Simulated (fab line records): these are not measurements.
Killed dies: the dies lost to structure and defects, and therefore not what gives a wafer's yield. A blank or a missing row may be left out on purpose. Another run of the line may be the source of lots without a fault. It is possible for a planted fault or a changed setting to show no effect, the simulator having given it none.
fab line records	flow nandHarc
[record] lots = 5	wafers = 14	lastDay = 32
route steps=1302 shown P_M0@263 P_M1@285 END@1302
lots untouched by any fault: they come from a run of this same line in which no faults occurred
startH: the number of hours between the record's first day and the start of the first shown wafer of the lot	waitH: hours elapsed since this lot's preceding step	" unchanged from the row above	L1.1+2: a single row standing in for several wafers	- either no value or no given start	* or withheld: withheld	< > ~ a bound
route shown NAME@n: names a module that has steps shown in the file, with the first one's number in the route	usual: the fault-free wafers' mean and standard deviation	same: alike in all rows	chamber/n: place in a boat	sites: each site's reading	_std_site: standard deviation across them	_edge_site: outer sites' mean less inner sites'	radiusMm: for every site, how far away it sits from the centre of the wafer	mask NAME#n: copy n	behind: tool/chamber where the wafer was last shaped	hold: cause of the lot's hold/its duration in hours/its outcome	device: whichever transistor did not switch (one of n, p or np)	end of line: the route-end tests of the same wafers	where a step has no rows: the recipe by itself	killed: dies that structure and defects cost at the first sort, which is not the same as the wafer's yield	map: a wafer's dies, marking killed ones x, the rest . and places with no die _
set.NAME: the setting that was run; set.NAME@STEP: the one run at that earlier step	model.NAME: the simulator's own value behind a step, which no gauge read
a table for each step, a row for each wafer; lots at some steps of the route
services: a tool's chamber out of use, with start hour (startH, from the record's first day; less than 0 if before it), hours out, and reason
[[steps]]
[step NHARC_P_M0_CD_MEAS_09]
[recipe] targetCdNm = 90	landingEnergyEv = 500
[usual] cdNm = 90.1/0.78
lot.wafer	tool	chamber	startH	waitH	cdNm
L551.1	cdSem-02	0	158.18	-	89.4
L551.2	"	0	"	"	91.6
L551.3	"	0	"	"	89.6
L556.1	cdSem-03	0	222.34	-	89.1
L556.3	"	0	"	"	89.9
L556.4	"	0	"	"	88.7
L557.1	cdSem-02	0	228.34	-	89.4
L557.2	"	0	"	"	89.4
L557.6	"	0	"	"	90.7
L560.5	cdSem-03	0	247.99	-	89.2
L560.6	"	0	"	"	91.5
L568.4	cdSem-02	0	329.77	-	92.1
L568.5	"	0	"	"	90.8
L568.6	"	0	"	"	90.1
[step NHARC_P_M0_OVL_MEAS_10]
[recipe] pitchNm = 180
[usual] overlayXNm = -0.1/0.74	overlayYNm = -0.1/0.93
lot.wafer	tool	chamber	startH	waitH	overlayXNm	overlayYNm
L551.1	overlay-02	-	158.27	-	-1.0	-0.1
L551.2	"	-	"	"	-1.1	-0.5
L551.3	"	-	"	"	-0.7	0.0
L556.1	overlay-01	-	222.43	-	-0.2	-3.0
L556.3	"	-	"	"	-0.7	-3.0
L556.4	"	-	"	"	-0.3	-3.2
L557.1	overlay-02	-	228.43	-	-0.2	2.3
L557.2	"	-	"	"	0.0	1.2
L557.6	"	-	"	"	0.1	1.8
L560.5	overlay-02	-	248.07	-	0.8	0.5
L560.6	"	-	"	"	0.6	0.6
L568.4	overlay-02	-	329.85	-	0.2	-0.6
L568.5	"	-	"	"	0.0	-1.3
L568.6	"	-	"	"	0.2	-1.3
[step NHARC_P_M0_INSPECT_11]
[usual] rawDefectCount = 4.2/2.6
lot.wafer	tool	chamber	startH	waitH	rawDefectCount
L551.1	defectInspect-01	-	158.30	0.0	4
L551.2	"	-	"	"	10
L551.3	"	-	"	"	5
L556.1	defectInspect-02	-	222.46	0.0	1
L556.3	"	-	"	"	4
L556.4	"	-	"	"	5
L557.1	defectInspect-02	-	228.46	0.0	4
L557.2	"	-	"	"	5
L557.6	"	-	"	"	4
L560.5	defectInspect-01	-	248.10	0.0	2
L560.6	"	-	"	"	2
L568.4	defectInspect-02	-	329.89	0.0	3
L568.5	"	-	"	"	4
L568.6	"	-	"	"	5
[step NHARC_P_M0_DESCUM_14]
[recipe] timeS = 3	o2FlowSccm = 200	arFlowSccm = 0	biasPowerW = 0	chemistry = O2
[step NHARC_P_M0_ETCH_34]
[recipe] targetDepthA = 400	overetchA = 120	timeS = 43.94	ionEnergyEv = 200	n2FlowSccm = 150	h2FlowSccm = 150	arFlowSccm = 0	rfW = 400	biasW = 150	chemistry = N2/H2
[step NHARC_P_M0_ETCH_15]
[recipe] targetDepthA = 1500	overetchA = 150	timeS = 82.5	c4f8FlowSccm = withheld	arFlowSccm = 400	rfW = 600	biasW = 300	chemistry = C4F8/Ar
[step NHARC_P_M0_CD_MEAS_16]
[usual] cdNm = 89.8/1.2
lot.wafer	tool	chamber	startH	waitH	cdNm
L551.1	cdSem-02	-	158.68	-	89.5
L551.2	"	-	"	"	91.7
L551.3	"	-	"	"	89.8
L556.1	cdSem-03	-	222.84	-	90.1
L556.3	"	-	"	"	90.1
L556.4	"	-	"	"	88.6
L557.1	cdSem-02	-	228.82	-	88.9
L557.2	"	-	"	"	89.5
L557.6	"	-	"	"	89.9
L560.5	cdSem-02	-	248.47	-	90.2
L560.6	"	-	"	"	90.2
L568.4	cdSem-03	-	330.26	-	91.6
L568.5	"	-	"	"	88.6
L568.6	"	-	"	"	88.2
[step NHARC_P_M0_STRIP_18]
[recipe] powerW = 1000	n2FlowSccm = 150	h2FlowSccm = 150	arFlowSccm = 0	biasW = 0	chemistry = N2/H2
[step NHARC_P_M0_STRIP_19]
[recipe] timeS = 600	tempC = 30	chemistry = postEtchResidueRemover
[step NHARC_P_M0_DEGAS_28]
[recipe] tempC = 250	timeS = 60
[step NHARC_P_M0_PRE_CLEAN_29]
[recipe] timeS = 30	tempC = 280	gas = H2/He
[step NHARC_P_M0_PVD_20]
[recipe] targetThkA = 50	biasV = 168.6	powerW = 15000	chamberPressurePa = 0.12	timeS = 8.06	substrateTempC = 50	material = TaN
[usual] throttleValvePct = 30.4/0.95
lot.wafer	tool	chamber	startH	waitH	throttleValvePct
L551.3	pvdSputter-02	-	-	-	32.0
L551.1	"	-	"	"	29.5
L551.2	"	-	"	"	29.5
L556.4	pvdSputter-02	-	-	-	31.8
L556.1	"	-	"	"	29.2
L556.3	"	-	"	"	30.8
L557.1	pvdSputter-03	-	-	-	30.9
L557.2	"	-	"	"	31.2
L557.6	"	-	"	"	29.4
L560.5	pvdSputter-03	-	-	-	30.6
L560.6	"	-	"	"	29.1
L568.4	pvdSputter-02	-	-	-	31.0
L568.5	"	-	"	"	29.1
L568.6	"	-	"	"	30.0
[step NHARC_P_M0_PVD_21]
[recipe] targetThkA = 300	chamberPressurePa = 5	powerW = 5000	substrateTempC = 30	timeS = 20.49	material = Cu
[usual] throttleValvePct = 30.3/0.93
lot.wafer	tool	chamber	startH	waitH	throttleValvePct
L551.1	pvdSputter-02	-	159.53	-	29.2
L551.3	"	-	"	"	29.3
L551.2	"	-	"	"	32.0
L556.1	pvdSputter-02	-	223.69	-	29.4
L556.4	"	-	"	"	29.2
L556.3	"	-	"	"	32.0
L557.2	pvdSputter-03	-	229.67	-	30.7
L557.1	"	-	"	"	31.1
L557.6	"	-	"	"	29.4
L560.5	pvdSputter-03	-	249.39	-	29.3
L560.6	"	-	"	"	31.4
L568.4	pvdSputter-02	-	331.12	-	30.0
L568.5	"	-	"	"	28.9
L568.6	"	-	"	"	30.3
[step NHARC_P_M0_ECD_22]
[recipe] targetThkA = 4000	bathTempC = 25	material = Cu
[step NHARC_P_M0_ANNEAL_30]
[recipe] tempC = 225	timeS = 90
[usual] wafer_temp_C_max = 226.2/0.4
lot.wafer	tool	chamber	startH	waitH	wafer_temp_C_max
L551.1	rtpAnneal-01	0	160.04	-	225.9
L551.2	"	0	"	"	225.8
L551.3	"	0	"	"	225.8
L556.1	rtpAnneal-02	0	224.21	-	225.9
L556.3	"	0	"	"	226.6
L556.4	"	0	"	"	226.1
L557.1	rtpAnneal-02	0	230.18	0.3	226.4
L557.2	"	0	"	"	226.7
L557.6	"	0	"	"	226.2
L560.5	rtpAnneal-02	0	250.06	0.3	226.9
L560.6	"	0	"	"	226.1
L568.4	rtpAnneal-01	0	331.78	-	225.5
L568.5	"	0	"	"	225.4
L568.6	"	0	"	"	226.1
[step NHARC_P_M0_CMP_23]
[recipe] tOverpolishS = 20	targetThkNm = 117.54
[step NHARC_P_M0_SRD_25]
[step NHARC_P_M0_INSPECT_27]
[usual] rawDefectCount = 302/120
lot.wafer	tool	chamber	startH	waitH	rawDefectCount
L551.1	defectInspect-01	-	160.85	0.0	151
L551.2	"	-	"	"	174
L551.3	"	-	"	"	274
L556.1	defectInspect-02	-	225.03	0.0	197
L556.3	"	-	"	"	208
L556.4	"	-	"	"	190
L557.1	defectInspect-02	-	230.99	0.0	383
L557.2	"	-	"	"	394
L557.6	"	-	"	"	409
L560.5	defectInspect-01	-	250.68	0.0	466
L560.6	"	-	"	"	233
L568.4	defectInspect-02	-	332.44	0.0	186
L568.5	"	-	"	"	216
L568.6	"	-	"	"	173
[step NHARC_P_M0_PRE_CLEAN_31]
[recipe] timeS = 12	tempC = 370	rfPowerW = 300	gas = NH3
[usual] heaterPowerW = 630/69
lot.wafer	tool	chamber	startH	waitH	heaterPowerW
L551.1	pecvd-04	2	160.92	0.1	608
L551.2	"	0	"	"	795
L551.3	"	1	"	"	645
L556.1	pecvd-01	2	225.11	0.1	611
L556.3	"	0	"	"	690
L556.4	"	1	"	"	677
L557.2	pecvd-04	2	231.06	0.1	607
L557.1	"	1	"	"	552
L557.6	"	2	"	"	616
L560.5	pecvd-03	1	250.80	0.1	627
L560.6	"	2	"	"	573
L568.6	pecvd-01	2	332.54	0.1	574
L568.5	"	0	"	"	592
L568.4	"	1	"	"	545
[step NHARC_P_M0_DEP_32]
[recipe] targetThkA = 300	tempC = 370	targetThkNm = 30	pressureTorr = 3	flowSccm = 200	rfW = 450	material = SiCN
[step NHARC_P_M1_DEP_00]
[recipe] targetThkA = 1825	targetThkNm = 182.5	tempC = withheld	pressureTorr = 5	flowSccm = 200	rfW = 600	material = SiOC
[step NHARC_P_M1_DEHYDRATE_01]
[recipe] tempC = 150	timeS = 120
[step NHARC_P_M1_HMDS_02]
[recipe] timeS = 30
[step NHARC_P_M1_COAT_34]
[recipe] tempC = 200	timeS = 65
[step NHARC_P_M1_COAT_03]
[recipe] spinRpm = 1500	resistThkNm = 90
[step NHARC_P_M1_SOFTBAKE_04]
[recipe] tempC = 105	timeS = 55
[step NHARC_P_M1_EBR_05]
[step NHARC_P_M1_EXPOSE_06]
[recipe] na = 1.35	targetCdNm = 130	doseMj = 81.88	maskId = P_M1
[step NHARC_P_M1_PEB_07]
[recipe] pebTempC = 100	pebTimeS = 65
[step NHARC_P_M1_DEVELOP_08]
[recipe] developTimeS = 35	devTempC = 23
[step NHARC_P_M1_CD_MEAS_09]
[recipe] targetCdNm = 130	landingEnergyEv = 500
[usual] cdNm = 129.8/0.94
lot.wafer	tool	chamber	startH	waitH	cdNm
L551.1	cdSem-02	0	162.25	-	131.5
L551.2	"	0	"	"	129.2
L551.3	"	0	"	"	130.2
L556.1	cdSem-02	0	226.41	-	129.1
L556.3	"	0	"	"	129.9
L556.4	"	0	"	"	129.3
L557.1	cdSem-02	0	232.38	-	130.1
L557.2	"	0	"	"	130.5
L557.6	"	0	"	"	130.8
L560.5	cdSem-03	0	251.95	-	132.2
L568.4	cdSem-01	0	333.72	-	128.5
L568.5	"	0	"	"	128.3
L568.6	"	0	"	"	129.1
[step NHARC_P_M1_OVL_MEAS_10]
[recipe] pitchNm = 260
[usual] overlayXNm = 0.0/0.97	overlayYNm = 0.2/0.79
lot.wafer	tool	chamber	startH	waitH	overlayXNm	overlayYNm
L551.1	overlay-01	-	162.34	-	0.2	0.3
L551.2	"	-	"	"	-0.1	0.3
L551.3	"	-	"	"	0.1	0.6
L556.1	overlay-01	-	226.50	-	-1.0	1.6
L556.3	"	-	"	"	-1.2	1.4
L556.4	"	-	"	"	-0.7	1.4
L557.1	overlay-02	-	232.46	-	1.4	0.0
L557.2	"	-	"	"	1.5	0.7
L557.6	"	-	"	"	1.0	0.6
L560.5	overlay-02	-	252.03	-	-0.6	0.3
L568.4	overlay-01	-	333.80	-	0.1	1.1
L568.5	"	-	"	"	0.5	0.8
L568.6	"	-	"	"	0.3	1.1
[step NHARC_P_M1_INSPECT_11]
[usual] rawDefectCount = 4.4/3
lot.wafer	tool	chamber	startH	waitH	rawDefectCount
L551.1	defectInspect-02	-	162.38	0.0	3
L551.2	"	-	"	"	10
L551.3	"	-	"	"	9
L556.1	defectInspect-02	-	226.54	0.0	2
L556.3	"	-	"	"	2
L556.4	"	-	"	"	4
L557.1	defectInspect-02	-	232.50	0.0	3
L557.2	"	-	"	"	3
L557.6	"	-	"	"	4
L560.5	defectInspect-01	-	252.07	0.0	3
L568.4	defectInspect-02	-	333.84	0.0	3
L568.5	"	-	"	"	2
L568.6	"	-	"	"	3
[step NHARC_P_M1_DESCUM_14]
[recipe] timeS = 3	o2FlowSccm = 200	arFlowSccm = 0	biasPowerW = 0	chemistry = O2
[step NHARC_P_M1_ETCH_35]
[recipe] targetDepthA = 400	overetchA = 120	timeS = 43.94	ionEnergyEv = 200	n2FlowSccm = 150	h2FlowSccm = 150	arFlowSccm = 0	rfW = 400	biasW = 150	chemistry = N2/H2
[step NHARC_P_M1_ETCH_15]
[recipe] targetDepthA = 1825	timeS = 91.2	c4f8FlowSccm = withheld	arFlowSccm = 400	rfW = 600	biasW = 300	chemistry = C4F8/Ar
[step NHARC_P_M1_CD_MEAS_16]
[usual] cdNm = 129.8/1.1
lot.wafer	tool	chamber	startH	waitH	cdNm
L551.1	cdSem-03	-	162.74	-	131.3
L551.2	"	-	"	"	127.8
L551.3	"	-	"	"	130.1
L556.1	cdSem-01	-	226.90	-	129.4
L556.3	"	-	"	"	129.2
L556.4	"	-	"	"	129.1
L557.1	cdSem-03	-	232.87	-	129.6
L557.2	"	-	"	"	131.1
L557.6	"	-	"	"	130.6
L560.5	cdSem-03	-	252.45	-	131.4
L568.4	cdSem-01	-	334.21	-	128.5
L568.5	"	-	"	"	129.1
L568.6	"	-	"	"	129.5
[step NHARC_P_M1_STRIP_18]
[recipe] powerW = 1000	n2FlowSccm = 150	h2FlowSccm = 150	arFlowSccm = 0	biasW = 0	chemistry = N2/H2
[usual] drypumpMotorCurrentA = 6.0/0.45	h2FlowSccm = 150.0/0.48	oesProductAu = 1.000/0.011	rfVppV = 90.5/0.99	showerheadPlenumPTorr = 2.02/0.077	throttleValvePct = 14.170/0.0094
lot.wafer	tool	chamber	startH	waitH	drypumpMotorCurrentA	h2FlowSccm	oesProductAu	rfHoursCounterH	rfVppV	showerheadPlenumPTorr	throttleValvePct
L551.2	rieDiel-12	2	162.84	0.1	5.7	150.2	1.002	6	90.9	2.05	14.180
L551.3	"	3	"	"	6.0	150.2	0.992	5	90.4	2.02	14.161
L551.1	"	0	"	"	6.8	149.8	0.978	6	88.0	1.98	14.163
L556.3	rieDiel-12	1	226.98	0.1	6.4	150.0	0.977	11	90.9	2.16	14.167
L556.4	"	2	"	"	5.7	150.8	1.005	11	92.6	2.05	14.172
L556.1	"	3	"	"	6.0	149.3	0.996	10	91.3	2.02	14.190
L557.1	rieDiel-02	1	232.97	0.1	5.9	149.7	1.032	0	90.0	1.91	14.171
L557.2	"	2	"	"	5.7	150.6	1.014	0	91.2	2.02	14.166
L557.6	"	0	"	"	6.5	150.0	1.009	-	89.4	1.96	14.173
L560.5	rieDiel-02	3	252.61	0.2	5.4	150.1	0.997	-	90.8	2.04	14.168
L568.4	rieDiel-12	1	334.28	0.1	6.4	150.5	0.998	6	92.6	2.16	14.181
L568.6	"	1	"	"	6.4	150.9	0.988	-	90.2	2.16	14.185
L568.5	"	2	"	"	5.7	150.8	1.003	-	91.6	2.04	14.159
[step NHARC_P_M1_ETCH_28]
[recipe] targetDepthA = 300	overEtchFrac = 0.3	timeS = 72.99	ionEnergyEv = 150	cf4FlowSccm = 50	n2FlowSccm = 100	arFlowSccm = 150	rfW = 300	biasW = 100	chemistry = CF4/N2
[usual] drypumpMotorCurrentA = 6.0/0.46	oesProductAu = 1.001/0.011	rfVppV = 313.7/1.7	showerheadPlenumPTorr = 2.60/0.089	throttleValvePct = 19.794/0.0082
lot.wafer	tool	chamber	startH	waitH	drypumpMotorCurrentA	oesProductAu	rfHoursCounterH	rfVppV	showerheadPlenumPTorr	throttleValvePct
L551.3	rieDiel-12	3	-	-	5.9	0.993	5	313.5	2.60	19.780
L551.2	"	0	"	"	6.8	0.988	6	313.6	2.56	19.796
L551.1	"	1	"	"	6.4	0.990	6	318.0	2.77	19.811
L556.4	rieDiel-12	0	-	-	6.8	1.003	10	312.5	2.56	19.786
L556.3	"	1	"	"	6.4	0.994	11	316.6	2.77	19.796
L556.1	"	2	"	"	5.7	1.009	11	314.7	2.63	19.802
L557.2	rieDiel-02	1	-	-	5.9	1.019	0	312.6	2.47	19.806
L557.1	"	2	"	"	5.7	1.005	0	312.8	2.60	19.803
L557.6	"	0	"	"	6.5	1.009	-	312.7	2.53	19.788
L560.5	rieDiel-02	2	-	-	5.7	1.009	-	313.5	2.59	19.784
L568.4	rieDiel-12	2	-	-	5.7	1.001	6	314.6	2.63	19.804
L568.5	"	0	"	"	6.8	0.995	-	312.4	2.55	19.793
L568.6	"	1	"	"	6.4	0.986	-	315.8	2.77	19.793
[step NHARC_P_M1_STRIP_19]
[recipe] timeS = 600	tempC = 30	chemistry = postEtchResidueRemover
[step NHARC_END_SORT_01]
[recipe] tempC = 25
[usual] defectLimitedYield = 91.1/2.8	killedAtArray = 55/19	killedAtOther = 0.9/1.4	killedAtPeriphery = 3.8/2.9	killedDies = 60/19	killedOpen = 3.3/1.8	killedShort = 2.6/1.6
[same] grossDies = 677
lot.wafer	tool	chamber	startH	waitH	defectLimitedYield[%]	killedAtArray	killedAtOther	killedAtPeriphery	killedDies	killedOpen	killedShort
L557.1	prober-01	0	687.41	2.5	93.9	38	0	3	41	1	4
L557.2	prober-01	0	688.21	2.8	90.8	59	0	3	62	3	0
L557.6	prober-01	0	691.40	4.0	94.1	37	0	3	40	0	4
L560.6	prober-02	0	702.32	3.9	0	53	2	622	677	3	1
// killed by level:class
L557.1 A_SLIT:chamberFilmFlake=21 A_CHANNEL_HOLE_D1:chamberFilmFlake=5 A_STAIRCASE:chamberFilmFlake=4 A_DECK1_JOINT:chamberFilmFlake=2 A_CHANNEL_HOLE_D2:chamberFilmFlake=2 P_STI:geometricParticle:short=1 A_DECK1_JOINT:geometricParticle:short=1 A_CHANNEL_FILL_D2:geometricParticle:short=1
L557.2 A_SLIT:chamberFilmFlake=37 A_CHANNEL_HOLE_D1:chamberFilmFlake=11 A_STAIRCASE:chamberFilmFlake=4 P_GATE:chamberFilmFlake=3 A_ONON_D1:geometricParticle:open=2 A_M1:geometricParticle:open=1 A_CHANNEL_HOLE_D2:chamberFilmFlake=1 A_CONTACT:chamberFilmFlake=1
L557.6 A_SLIT:chamberFilmFlake=23 A_CHANNEL_HOLE_D1:chamberFilmFlake=5 A_CHANNEL_FILL_D1:geometricParticle:short=2 P_M1:chamberFilmFlake=2 A_STAIRCASE:chamberFilmFlake=2 A_ONON_D1:geometricParticle:short=1 A_DECK1_JOINT:geometricParticle:short=1 P_ZERO_WELL:chamberFilmFlake=1
L560.6 P_M0:areaPvd=620 A_SLIT:chamberFilmFlake=26 A_CHANNEL_HOLE_D2:chamberFilmFlake=14 A_CHANNEL_HOLE_D1:chamberFilmFlake=7 A_CONTACT:chamberFilmFlake=2 A_STAIRCASE:chamberFilmFlake=2 THIN_TSV:chamberFilmFlake=2 P_GATE:geometricParticle:open=1
// map L560.6 (x killed, . not)
____________x____________
_________xxxxxxx_________
_______xxxxxxxxxxx_______
______xxxxxxxxxxxxx______
_____xxxxxxxxxxxxxxx_____
____xxxxxxxxxxxxxxxxx____
____xxxxxxxxxxxxxxxxx____
___xxxxxxxxxxxxxxxxxxx___
___xxxxxxxxxxxxxxxxxxx___
__xxxxxxxxxxxxxxxxxxxxx__
__xxxxxxxxxxxxxxxxxxxxx__
_xxxxxxxxxxxxxxxxxxxxxxx_
_xxxxxxxxxxxxxxxxxxxxxxx_
_xxxxxxxxxxxxxxxxxxxxxxx_
_xxxxxxxxxxxxxxxxxxxxxxx_
_xxxxxxxxxxxxxxxxxxxxxxx_
xxxxxxxxxxxxxxxxxxxxxxxxx
xxxxxxxxxxxxxxxxxxxxxxxxx
xxxxxxxxxxxxxxxxxxxxxxxxx
xxxxxxxxxxxxxxxxxxxxxxxxx
xxxxxxxxxxxxxxxxxxxxxxxxx
_xxxxxxxxxxxxxxxxxxxxxxx_
_xxxxxxxxxxxxxxxxxxxxxxx_
_xxxxxxxxxxxxxxxxxxxxxxx_
_xxxxxxxxxxxxxxxxxxxxxxx_
_xxxxxxxxxxxxxxxxxxxxxxx_
__xxxxxxxxxxxxxxxxxxxxx__
__xxxxxxxxxxxxxxxxxxxxx__
___xxxxxxxxxxxxxxxxxxx___
___xxxxxxxxxxxxxxxxxxx___
____xxxxxxxxxxxxxxxxx____
____xxxxxxxxxxxxxxxxx____
_____xxxxxxxxxxxxxxx_____
______xxxxxxxxxxxxx______
_______xxxxxxxxxxx_______
_________xxxxxxx_________
____________x____________
// map L557.2 (x killed, . not)
____________.____________
_________......._________
_______..........._______
______.............______
_____..............._____
____.................____
____.................____
___...................___
___...................___
__.....................__
__.....................__
_..............x.....x.x_
_...................xxxx_
_..................x.xxx_
_...............x..xxx.x_
_..............x...xxxx._
....................xxxx.
..................x.x.xxx
....................xxx..
......xx.............x.xx
...................x...x.
_x.....x..............x._
_......................._
_x.x.................x.._
_........x............xx_
_.xx...................._
__.x...x...............__
__x.x....x.............__
___.x.................___
___x.x.......x........___
____...x.............____
____.................____
_____..............._____
______....x........______
_______..........._______
_________......._________
____________.____________
[[services]]
tool	chamber	startH	hours	kind
pvdSputter-03	-	141.66	11.8	repair
pecvd-01	-	142.00	2.7	repair
rieDiel-12	3	142.72	8.9	repair
rieDiel-12	0	149.74	-	clean
rieDiel-12	1	149.74	-	clean
rieDiel-12	2	149.74	-	clean
pecvd-04	0	151.75	6.0	repair
pecvd-01	1	159.98	32.9	repair
pvdSputter-03	-	170.00	10.0	pm
pecvd-03	-	185.00	13.0	pm
pvdSputter-02	-	195.39	2.0	repair
pecvd-01	1	201.88	6.4	repair
rieDiel-02	3	202.02	6.1	repair
rieDiel-02	-	216.70	9.0	pm
pvdSputter-02	-	217.84	1.8	repair
pvdSputter-02	-	220.78	1.4	repair
pvdSputter-02	-	229.21	1.2	repair
pvdSputter-03	-	250.41	9.1	repair
pecvd-01	-	255.51	1.1	repair
rieDiel-12	-	268.74	9.0	pm
pecvd-04	-	269.00	13.0	pm
pvdSputter-02	-	271.34	6.3	repair
pvdSputter-02	-	282.00	10.0	pm
pecvd-01	-	311.00	13.0	pm
[[key]]
[firstSign] step = NHARC_END_SORT_01	reading = killedAtPeriphery	direction = up	sigmas = 99+	usual = 3.8	struck = 622
[effect] step = NHARC_END_SORT_01	reading = defectLimitedYield	direction = down	sigmas = 33	usual = 91.1	struck = 0
[moreKillsBornAt] NHARC_P_M0_PVD_21@pvdSputter-03 = 620
metAt NHARC_P_M0_PVD_21
struckWafers L560.6
laterRowsLeftOut L560.6
onsetBetween 229.67 249.39
[fault] kind = processParameterDrift	tool = pvdSputter-03	chamber = -	onsetH = 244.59	steps = NHARC_P_M0_PVD_21	channel = targetThkA	offset = *	shape = step	endH = 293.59	scope = struckWafersOnly	actsIn = *	stated = *
// laterRowsLeftOut: the simulator's readings of these wafers behind a module that went badly wrong aren't trusted and aren't shown, but for the sort
